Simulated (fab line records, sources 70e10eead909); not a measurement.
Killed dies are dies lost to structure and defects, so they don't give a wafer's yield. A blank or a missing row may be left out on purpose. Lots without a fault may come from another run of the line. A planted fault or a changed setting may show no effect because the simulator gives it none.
Which tool did it? | flow nand_harc | 7 lots, 21 wafers sampled, at 1 step of a route of 1302

WHAT THE GAUGES READ, wafer by wafer
NHARC_A_ONON_D2_THK_MEAS_18: measures by ellipsometry.
lot  | measured     | on            | thk_nm (nm)
L832 | day 14 02:59 | film_metro-01 | 1005 1004 1005
L834 | day 14 16:13 | film_metro-02 | 1014 1016 1016
L836 | day 16 05:38 | film_metro-02 | 1001 1000 1000
L842 | day 19 03:16 | film_metro-01 | 1008 1008 1010
L847 | day 20 03:49 | film_metro-01 | 1007 1007 1007
L850 | day 21 06:08 | film_metro-01 | 991 990 991
L852 | day 22 14:42 | film_metro-02 | 1011 1011 1010

WHICH TOOL RAN EACH LOT (tool, then ch and the chambers of the sampled wafers, then the start)
The record holds no process step before these readings.

THE ANSWER, worked out from the rows above alone
Rule: what is usual is taken from the lots themselves. Put in order of their means at a reading, lots are off if they are a third of the lots or fewer, leave a main group of 4 or more, and stand apart from it by a gap of 3 or more times the standard deviation of the main group's means; of several such gaps the widest counts. A main group whose means are all the same, to the digits that the tables above print for the reading, isn't used. A lot without any number at a reading at which 4 lots or more have one is off too. The other lots that the step has rows for count as sound.
No lot is off at any reading shown: from this, nothing can be told.

WHAT THE SIMULATOR HAD PUT IN
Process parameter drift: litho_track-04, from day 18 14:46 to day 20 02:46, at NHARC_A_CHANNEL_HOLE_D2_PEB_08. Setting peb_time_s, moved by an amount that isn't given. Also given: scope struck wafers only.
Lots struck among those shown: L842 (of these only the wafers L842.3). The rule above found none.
